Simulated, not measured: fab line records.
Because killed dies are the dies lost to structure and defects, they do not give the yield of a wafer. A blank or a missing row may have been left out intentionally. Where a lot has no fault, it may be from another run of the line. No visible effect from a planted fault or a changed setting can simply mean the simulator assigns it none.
fab line records ; flow nandHarc
record lots=5; wafers=15; lastDay=33
route steps=1302 shown P_M2@320 END@1302
lots untouched by any fault: they come from a run of this same line in which no faults occurred
startH: start of the lot's first displayed wafer, in hours after the record's first day ; waitH: hours elapsed since this lot's preceding step ; " identical to the entry in the row above ; L1.1+2: one row covering several wafers at once ; - either no value or no given start ; * or withheld: withheld ; < > ~ a bound
route shown NAME@n: a module of which the file shows steps, and the number in the route of the first ; usual: the fault-free wafers' mean and standard deviation ; same: alike in all rows ; chamber/n: place in a boat ; sites: per-site readings ; _std_site: the standard deviation of these ; _edge_site: the outer-site mean with the inner-site mean subtracted ; radiusMm: how far each site lies from the wafer's centre ; mask NAME#n: copy n ; behind: the tool/chamber that last shaped the wafer ; hold: reason for holding the lot/hours on hold/outcome of the hold ; device: names the non-switching transistor (n, p or np) ; end of line: the tests these same wafers got at the end of their route ; for a step that has no rows: nothing shown but its recipe ; killed: not the wafer's yield, but the dies lost to structure and defects at the first sort ; map: shows each die of a wafer: x if killed, . if not, _ if none is there
set.NAME: the setting that was run; set.NAME@STEP: the one run at that earlier step ; model.NAME: the simulator's own value behind a step, which no gauge read
lots at selected steps of the route; one table per step, one row per wafer
services: the hour from which a tool's chamber was out of use, counted from the record's first day as startH (under 0 if before that day), plus the number of hours and why
## steps
# step NHARC_P_M2_HMDS_02
# recipe timeS=30
# step NHARC_P_M2_COAT_34
# recipe tempC=200; timeS=65
# step NHARC_P_M2_COAT_03
# recipe spinRpm=1500; resistThkNm=90
# step NHARC_P_M2_SOFTBAKE_04
# recipe tempC=105; timeS=55
# step NHARC_P_M2_EBR_05
# step NHARC_P_M2_EXPOSE_06
# recipe na=1.35; targetCdNm=170; doseMj=80.78; maskId=P_M2
# step NHARC_P_M2_PEB_07
# recipe pebTempC=100; pebTimeS=65
# step NHARC_P_M2_DEVELOP_08
# recipe developTimeS=35; devTempC=23
# step NHARC_P_M2_CD_MEAS_09
# recipe targetCdNm=170; landingEnergyEv=500
# usual cdNm=169.9/0.5
lot.wafer;tool;chamber;startH;waitH;cdNm
L605.1;cdSem-02;0;168.05;-;170.6
L605.4;cdSem-02;0;168.05;-;170.0
L605.5;cdSem-02;0;168.05;-;170.0
L606.3;cdSem-01;0;184.11;-;170.4
L606.4;cdSem-01;0;184.11;-;170.8
L606.5;cdSem-01;0;184.11;-;170.0
L615.1;cdSem-02;0;277.69;-;168.4
L615.2;cdSem-02;0;277.69;-;168.9
L615.5;cdSem-02;0;277.69;-;169.3
L621.1;cdSem-01;0;340.16;-;169.7
L621.4;cdSem-01;0;340.16;-;170.6
L621.6;cdSem-01;0;340.16;-;169.9
L624.1;cdSem-01;0;360.64;-;169.4
L624.2;cdSem-01;0;360.64;-;169.0
L624.4;cdSem-01;0;360.64;-;169.4
# step NHARC_P_M2_OVL_MEAS_10
# recipe pitchNm=340
# usual overlayXNm=-0.2/0.78; overlayYNm=0.2/0.66
lot.wafer;tool;chamber;startH;waitH;overlayXNm;overlayYNm
L605.1;overlay-01;-;168.14;-;0.1;0.5
L605.4;overlay-01;-;168.14;-;0.0;-0.2
L605.5;overlay-01;-;168.14;-;0.1;-0.5
L606.3;overlay-01;-;184.19;-;-1.8;1.0
L606.4;overlay-01;-;184.19;-;-1.6;1.2
L606.5;overlay-01;-;184.19;-;-1.9;1.3
L615.1;overlay-02;-;277.78;-;-0.8;0.6
L615.2;overlay-02;-;277.78;-;-0.6;0.6
L615.5;overlay-02;-;277.78;-;-1.1;0.7
L621.1;overlay-01;-;340.25;-;0.1;-0.9
L621.4;overlay-01;-;340.25;-;0.3;-0.4
L621.6;overlay-01;-;340.25;-;0.4;-1.1
L624.1;overlay-01;-;360.73;-;-0.8;1.6
L624.2;overlay-01;-;360.73;-;-1.1;1.3
L624.4;overlay-01;-;360.73;-;-1.9;1.2
# step NHARC_P_M2_INSPECT_11
# usual rawDefectCount=4.7/2.7
lot.wafer;tool;chamber;startH;waitH;rawDefectCount
L605.1;defectInspect-02;-;168.17;0.0;5
L605.4;defectInspect-02;-;168.17;0.0;4
L605.5;defectInspect-02;-;168.17;0.0;3
L606.3;defectInspect-02;-;184.23;0.0;1
L606.4;defectInspect-02;-;184.23;0.0;3
L606.5;defectInspect-02;-;184.23;0.0;3
L615.1;defectInspect-01;-;277.81;0.0;10
L615.2;defectInspect-01;-;277.81;0.0;6
L615.5;defectInspect-01;-;277.81;0.0;5
L621.1;defectInspect-02;-;340.28;0.0;2
L621.4;defectInspect-02;-;340.28;0.0;6
L621.6;defectInspect-02;-;340.28;0.0;3
L624.1;defectInspect-01;-;360.77;0.0;4
L624.2;defectInspect-01;-;360.77;0.0;2
L624.4;defectInspect-01;-;360.77;0.0;5
# step NHARC_P_M2_DESCUM_14
# recipe timeS=3; o2FlowSccm=200; arFlowSccm=0; biasPowerW=0; chemistry=O2
# usual chamberPressureMTorr=60.00/0.062; drypumpMotorCurrentA=5.6/0.52; mfcArSccm=0.010/0.0094; oesProductAu=1.003/0.0076; rfVppV=57.7/0.85; showerheadPlenumPTorr=1.90/0.096; throttleValvePct=11.312/0.0087
# same timeS=3
lot.wafer;tool;chamber;startH;waitH;chamberPressureMTorr;drypumpMotorCurrentA;mfcArSccm;oesProductAu;rfHoursCounterH;rfVppV;showerheadPlenumPTorr;throttleValvePct
L605.4;rieDiel-03;0;168.23;0.1;60.07;6.3;0.012;1.006;3.5;56.9;1.80;11.305
L605.1;rieDiel-03;3;168.23;0.1;59.99;5.3;0;0.991;3.4;57.9;1.86;11.303
L605.5;rieDiel-03;0;168.23;0.1;59.88;6.3;0.012;0.997;-;58.7;1.80;11.302
L606.3;rieDiel-01;1;184.30;0.1;59.95;5.2;0.018;1.008;7.0;58.6;1.99;11.313
L606.4;rieDiel-01;3;184.30;0.1;60.05;5.2;0.007;0.998;6.2;59.0;2.00;11.299
L606.5;rieDiel-01;1;184.30;0.1;60.05;5.2;0.018;1.007;-;58.3;1.99;11.325
L615.2;rieDiel-03;0;277.89;0.1;60.02;6.4;0.012;1.010;11.0;57.1;1.80;11.312
L615.1;rieDiel-03;2;277.89;0.1;60.10;5.6;0;1.005;11.8;58.6;1.80;11.305
L615.5;rieDiel-03;0;277.89;0.1;59.95;6.4;0.012;1.004;-;57.3;1.80;11.320
L621.1;rieDiel-05;3;340.35;0.1;59.87;6.0;0;1.004;4.2;58.2;1.78;11.313
L621.4;rieDiel-05;1;340.35;0.1;59.98;5.5;0.010;1.015;5.1;58.5;1.93;11.314
L621.6;rieDiel-05;3;340.35;0.1;60.00;5.9;0;0.990;-;55.5;1.78;11.309
L624.4;rieDiel-01;2;360.83;0.1;60.05;6.2;0.023;1.001;7.0;58.1;1.82;11.297
L624.2;rieDiel-01;0;360.83;0.1;60.10;4.9;0.002;0.999;6.0;57.2;2.05;11.307
L624.1;rieDiel-01;1;360.83;0.1;59.97;5.3;0.018;0.999;7.2;57.9;1.99;11.318
# step NHARC_P_M2_ETCH_35
# recipe targetDepthA=400; overetchA=120; timeS=43.94; ionEnergyEv=200; n2FlowSccm=150; h2FlowSccm=150; arFlowSccm=0; rfW=400; biasW=150; chemistry=N2/H2
# usual chamberPressureMTorr=30.001/0.028; drypumpMotorCurrentA=5.6/0.5; mfcArSccm=0.009/0.0092; oesProductAu=1.003/0.0077; rfVppV=430.2/3; runLengthS=65.1/0.33; showerheadPlenumPTorr=2.03/0.11; throttleValvePct=14.171/0.008
lot.wafer;tool;chamber;startH;waitH;chamberPressureMTorr;drypumpMotorCurrentA;mfcArSccm;oesProductAu;rfHoursCounterH;rfVppV;runLengthS;showerheadPlenumPTorr;throttleValvePct
L605.4;rieDiel-03;2;168.32;0.1;30.053;5.6;0;1.007;3.3;425.4;65.3;1.92;14.169
L605.1;rieDiel-03;1;168.32;0.1;29.993;6.5;0.017;1.005;2.6;429.7;64.8;1.96;14.172
L605.5;rieDiel-03;3;168.32;0.1;30.002;5.3;0;0.992;-;429.2;65.2;1.98;14.159
L606.4;rieDiel-01;2;184.37;0.1;30.011;6.2;0.023;1.015;7.1;427.8;65.2;1.94;14.177
L606.3;rieDiel-01;3;184.37;0.1;29.992;5.2;0.007;1.009;6.3;432.4;65.1;2.13;14.162
L606.5;rieDiel-01;3;184.37;0.1;30.038;5.2;0.007;1.012;-;432.8;65.6;2.13;14.174
L615.2;rieDiel-03;1;277.96;0.1;30.005;6.5;0.017;1.005;10.3;427.9;53.9;1.96;14.166
L615.1;rieDiel-03;3;277.96;0.1;30.029;5.3;0;1.003;11.8;429.6;65.7;1.98;14.174
L615.5;rieDiel-03;2;277.96;0.1;30.050;5.6;0;1.012;-;427.4;64.8;1.92;14.168
L621.4;rieDiel-05;0;340.43;0.1;29.958;5.1;0.004;0.994;4.9;433.9;65.0;2.17;14.169
L621.1;rieDiel-05;2;340.43;0.1;30.010;5.8;0.034;0.998;4.4;432.3;65.4;2.17;14.163
L621.6;rieDiel-05;3;340.43;0.1;30.043;6.0;0;0.994;-;426.4;64.5;1.89;14.177
L624.4;rieDiel-01;1;360.92;0.1;29.992;5.2;0.018;1.008;7.2;433.3;65.1;2.13;14.164
L624.2;rieDiel-01;2;360.92;0.1;29.992;6.2;0.023;0.992;7.0;428.6;65.2;1.94;14.159
L624.1;rieDiel-01;3;360.92;0.1;30.040;5.2;0.007;0.985;4.8;433.8;65.1;2.13;14.184
# step NHARC_P_M2_ETCH_15
# recipe targetDepthA=1825; timeS=91.2; c4f8FlowSccm=withheld; arFlowSccm=400; rfW=600; biasW=300; chemistry=C4F8/Ar
# usual chamberPressureMTorr=24.996/0.027; oesProductAu=0.939/0.019; rfVppV=440/3.1; runLengthS=112.4/0.33
# same timeS=91.2
lot.wafer;tool;chamber;startH;waitH;chamberPressureMTorr;oesProductAu;rfHoursCounterH;rfVppV;runLengthS
L605.4;rieDiel-03;1;-;-;24.964;0.930;2.6;439;112.0
L605.1;rieDiel-03;3;-;-;25.016;0.925;3.4;440;112.8
L605.5;rieDiel-03;2;-;-;25.019;0.936;-;437;112.1
L606.3;rieDiel-01;0;-;-;24.984;0.929;9.2;444;112.1
L606.4;rieDiel-01;3;-;-;25.040;0.925;6.3;443;112.3
L606.5;rieDiel-01;1;-;-;25.038;0.920;-;442;112.7
L615.1;rieDiel-03;2;-;-;24.968;0.931;11.9;437;112.9
L615.2;rieDiel-03;0;-;-;24.999;0.926;11.0;439;112.1
L615.5;rieDiel-03;3;-;-;24.976;0.936;-;439;112.6
L621.1;rieDiel-05;2;-;-;25.043;0.934;4.4;445;112.7
L621.4;rieDiel-05;3;-;-;25.003;0.917;4.2;437;111.9
L621.6;rieDiel-05;2;-;-;25.033;0.915;-;445;112.7
L624.2;rieDiel-01;2;-;-;24.993;0.923;7.1;438;113.1
L624.1;rieDiel-01;3;-;-;24.993;0.934;4.9;443;113.0
L624.4;rieDiel-01;0;-;-;24.998;0.930;6.1;443;112.6
# step NHARC_END_SORT_01
# recipe tempC=25
# usual defectLimitedYield=92/3; killedAtArray=52/20; killedAtOther=1.0/1.3; killedAtPeriphery=3.7/2.2; killedDies=57/20; killedOpen=3.2/1.6; killedShort=2.4/1.6; sort_bin_2_pct=2.9/1.4; sort_bin_3_pct=0.6/0.41; sort_bin_4_pct=4.8/1.5; sortNPass=620/20; sortRimYieldPct=93/3.5; sortYieldPct=92/3
# same grossDies=677; sort_bin_5_pct[%]=0; sort_bin_6_pct[%]=0; sort_bin_7_pct[%]=0; sort_bin_8_pct[%]=0; sortRimNGross=106.00
lot.wafer;tool;chamber;startH;waitH;defectLimitedYield[%];killedAtArray;killedAtOther;killedAtPeriphery;killedDies;killedOpen;killedShort;sort_bin_2_pct[%];sort_bin_3_pct[%];sort_bin_4_pct[%];sortNPass;sortRimYieldPct[%];sortYieldPct[%]
L605.1;prober-01;0;616.00;2.5;97;20;0;2;22;1;3;1.0;0;2.2;655;96;97
L605.4;prober-01;0;618.40;3.4;95;30;1;3;34;2;0;1.3;0;3.7;643;96;95
L605.5;prober-01;0;619.20;3.7;96;25;1;3;29;1;4;1.2;0.1;3.0;648;99;96
L606.3;prober-02;0;625.98;3.1;91;59;0;0;59;1;2;3.0;0.6;5.2;618;92;91
L606.4;prober-02;0;626.77;3.4;90;66;1;4;71;2;3;4.4;0;6.1;606;91;90
L606.5;prober-02;0;627.56;3.7;91;59;0;1;60;2;2;2.8;0.3;5.8;617;94;91
L615.1;prober-02;0;711.74;2.5;95;27;0;7;34;3;1;1.0;0;4.0;643;99;95
L615.2;prober-02;0;712.53;2.8;95;26;0;5;31;3;3;0.9;0.1;3.5;646;97;95
L615.5;prober-02;0;714.89;3.7;96;26;0;3;29;3;2;0.9;0.3;3.1;648;97;96
L624.1;prober-02;0;799.16;2.5;94;36;0;2;38;2;1;0.9;0.1;4.6;639;95;94
L624.2;prober-02;0;799.97;2.8;93;41;1;3;45;6;4;1.8;0.4;4.4;632;96;93
L624.4;prober-02;0;801.58;3.4;94;34;1;3;38;4;2;1.2;0.1;4.3;639;97;94
# killed by level:class
L605.1 A_CHANNEL_HOLE_D2:chamberFilmFlake=9 A_CONTACT:chamberFilmFlake=4 A_CHANNEL_HOLE_D1:chamberFilmFlake=2 P_CONTACT:geometricParticle:open=1 A_ONON_D1:geometricParticle:short=1 A_ONON_D2:geometricParticle:short=1 A_M0:geometricParticle:short=1 P_GATE:chamberFilmFlake=1
L605.4 A_CHANNEL_HOLE_D2:chamberFilmFlake=13 A_STAIRCASE:chamberFilmFlake=4 P_GATE:chamberFilmFlake=3 A_CHANNEL_HOLE_D1:chamberFilmFlake=3 A_BLC:chamberFilmFlake=3 A_CONTACT:chamberFilmFlake=2 A_ONON_D2:geometricParticle:open=1 A_CONTACT:geometricParticle:open=1
L605.5 A_CHANNEL_HOLE_D2:chamberFilmFlake=8 A_CONTACT:chamberFilmFlake=5 P_M0:geometricParticle:short=2 A_CHANNEL_HOLE_D1:chamberFilmFlake=2 A_CHANNEL_FILL_D2:chamberFilmFlake=2 A_STAIRCASE:chamberFilmFlake=2 A_SLIT:chamberFilmFlake=2 A_CHANNEL_FILL_D1:geometricParticle:short=1
L606.3 A_CHANNEL_HOLE_D2:chamberFilmFlake=24 A_SLIT:chamberFilmFlake=24 A_STAIRCASE:chamberFilmFlake=4 A_WL_FILL:chamberFilmFlake=2 A_ONON_D1:geometricParticle:short=1 A_DECK1_JOINT:geometricParticle:short=1 A_CHANNEL_FILL_D2:geometricParticle:open=1 A_CONTACT:chamberFilmFlake=1
L606.4 A_SLIT:chamberFilmFlake=28 A_CHANNEL_HOLE_D2:chamberFilmFlake=26 A_CHANNEL_HOLE_D1:chamberFilmFlake=5 A_WL_FILL:chamberFilmFlake=3 P_CONTACT:geometricParticle:short=1 P_CONTACT:geometricParticle:open=1 P_M0:geometricParticle:short=1 A_WL_FILL:geometricParticle:short=1
L606.5 A_CHANNEL_HOLE_D2:chamberFilmFlake=24 A_SLIT:chamberFilmFlake=23 A_CONTACT:chamberFilmFlake=2 A_CHANNEL_FILL_D1:geometricParticle:short=1 A_CHANNEL_FILL_D2:geometricParticle:short=1 A_SGD_CUT:geometricParticle:open=1 A_SLIT:geometricParticle:open=1 P_GATE:chamberFilmFlake=1
L615.1 A_CHANNEL_HOLE_D1:chamberFilmFlake=7 A_SLIT:chamberFilmFlake=7 A_CONTACT:chamberFilmFlake=7 P_CONTACT:chamberFilmFlake=4 A_ONON_D2:geometricParticle:open=2 P_GATE:chamberFilmFlake=2 P_M0:geometricParticle:short=1 A_ONON_D1:geometricParticle:open=1
L615.2 A_CHANNEL_HOLE_D1:chamberFilmFlake=10 P_CONTACT:chamberFilmFlake=4 A_CHANNEL_FILL_D1:chamberFilmFlake=4 A_STAIRCASE:chamberFilmFlake=3 A_SLIT:chamberFilmFlake=2 P_M0:geometricParticle:short=1 A_ONON_D1:geometricParticle:short=1 A_CHANNEL_HOLE_D1:geometricParticle:short=1
L615.5 A_CHANNEL_HOLE_D1:chamberFilmFlake=6 A_CHANNEL_FILL_D1:chamberFilmFlake=4 A_CONTACT:chamberFilmFlake=4 A_DECK1_JOINT:chamberFilmFlake=3 A_SLIT:chamberFilmFlake=3 A_CHANNEL_FILL_D1:geometricParticle:open=2 P_CONTACT:chamberFilmFlake=2 P_M1:geometricParticle:open=1
L624.1 A_CHANNEL_HOLE_D1:chamberFilmFlake=14 A_SLIT:chamberFilmFlake=10 A_STAIRCASE:chamberFilmFlake=4 P_STI:chamberFilmFlake=2 A_CHANNEL_HOLE_D2:chamberFilmFlake=2 A_CONTACT:chamberFilmFlake=2 A_CHANNEL_FILL_D2:geometricParticle:short=1 A_CHANNEL_FILL_D2:geometricParticle:open=1
L624.2 A_CHANNEL_HOLE_D1:chamberFilmFlake=18 A_STAIRCASE:chamberFilmFlake=6 A_SLIT:chamberFilmFlake=6 P_CONTACT:geometricParticle:open=3 A_CONTACT:chamberFilmFlake=3 A_CHANNEL_FILL_D1:geometricParticle:short=1 A_DECK1_JOINT:geometricParticle:open=1 A_ONON_D2:geometricParticle:open=1
L624.4 A_CHANNEL_HOLE_D1:chamberFilmFlake=14 A_SLIT:chamberFilmFlake=9 A_STAIRCASE:chamberFilmFlake=2 A_CONTACT:chamberFilmFlake=2 P_CONTACT:geometricParticle:open=1 A_ONON_D1:geometricParticle:open=1 A_DECK1_JOINT:geometricParticle:open=1 A_DECK1_JOINT:geometricParticle:short=1
## services
tool;chamber;startH;hours;kind
rieDiel-01;1;146.31;2.8;repair
rieDiel-05;3;151.35;6.1;repair
rieDiel-01;0;158.34;-;clean
rieDiel-01;1;158.34;-;clean
rieDiel-01;2;158.34;-;clean
rieDiel-01;3;158.34;-;clean
rieDiel-03;0;162.30;-;clean
rieDiel-03;1;162.30;-;clean
rieDiel-03;2;162.30;-;clean
rieDiel-03;3;162.30;-;clean
rieDiel-05;-;162.54;1.3;repair
rieDiel-05;-;164.60;11.1;repair
rieDiel-01;1;171.73;9.5;repair
rieDiel-01;0;182.84;-;clean
rieDiel-01;1;182.84;-;clean
rieDiel-01;2;182.84;-;clean
rieDiel-01;3;182.84;-;clean
rieDiel-01;2;186.19;5.9;repair
rieDiel-01;0;192.01;2.4;repair
rieDiel-01;-;203.80;9.0;pm
rieDiel-05;-;229.60;9.0;pm
rieDiel-01;3;250.10;11.1;repair
rieDiel-03;-;281.30;9.0;pm
rieDiel-01;3;281.96;4.6;repair
## key
firstSign step=NHARC_P_M2_ETCH_35; reading=runLengthS; direction=down; sigmas=34; usual=*; struck=*
effect none on later readings
metAt NHARC_P_M2_ETCH_35
struckWafers L615.2
onsetBetween 168.32 277.96
fault kind=processParameterDrift; tool=rieDiel-03; chamber=1; onsetH=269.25; steps=NHARC_P_M2_ETCH_35; channel=timeS; offset=*; shape=step; endH=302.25; actsIn=*; stated=*
